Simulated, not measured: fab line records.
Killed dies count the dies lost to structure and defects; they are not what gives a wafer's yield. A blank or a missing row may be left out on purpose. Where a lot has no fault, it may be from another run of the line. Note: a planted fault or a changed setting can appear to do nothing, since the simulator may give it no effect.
Matching of chambers -- flow n5_finfet -- cmp-02 running N5_ILD0_CMP_12: 4 sister chambers
The step polishes SiNx, stops on poly-Si, t overpolish 6 s, target thk 17.67 nm. 8 wafers are shown with their chamber, then 9 later ones without.

== WAFERS WITH THEIR CHAMBER ==
wafer,chamber,motor_current_A (A),time_to_endpoint_s (s)
L077.3,0,7.9,31.4
L084.6,1,10.5,28.1
L088.2,3,8.4,31.0
L088.5,2,8.7,30.1
L088.6,3,8.5,32.4
L089.1,1,9.8,31.1
L089.4,0,8.0,31.2
L089.6,2,8.4,33.0

== WAFERS WITHOUT THEIR CHAMBER ==
wafer,motor_current_A (A),time_to_endpoint_s (s)
L090.2,7.5,29.0
L090.3,8.6,28.8
L090.6,10.9,27.1
L096.1,9.0,29.9
L096.3,8.6,28.1
L096.6,8.6,26.7
L097.3,7.7,27.1
L097.4,10.3,27.5
L097.6,7.7,28.7

== WHICH CHAMBER EACH WENT THROUGH ==
wafer,from the rows above,in truth
L090.2,can't be placed: 0 or 3 or 2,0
L090.3,can't be placed: 2 or 3 or 0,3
L090.6,1,1
L096.1,can't be placed: 2 or 3 or 0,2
L096.3,can't be placed: 2 or 3 or 0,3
L096.6,can't be placed: 2 or 3 or 0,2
L097.3,can't be placed: 0 or 3 or 2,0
L097.4,1,1
L097.6,can't be placed: 0 or 3 or 2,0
Placed correctly: 2 of 9. Cannot be placed on the basis of these rows: 7; the candidates contain the true chamber in 7. Placed wrongly: 0.
How it was worked out, from the rows above alone: a wafer's distance from a chamber is the root of the sum, over the readings, of the square of ((its reading less the chamber's mean) divided by the reading's scatter). The wafer belongs to the nearest chamber; if the next one is less than 2 further off, it can't be placed. For every chamber, the mean is computed from those of its wafers that are shown. How the scatter is found: for the shown wafers, subtract from each reading the mean of its chamber, square and add these, divide the total by (wafers less chambers), then take the root.
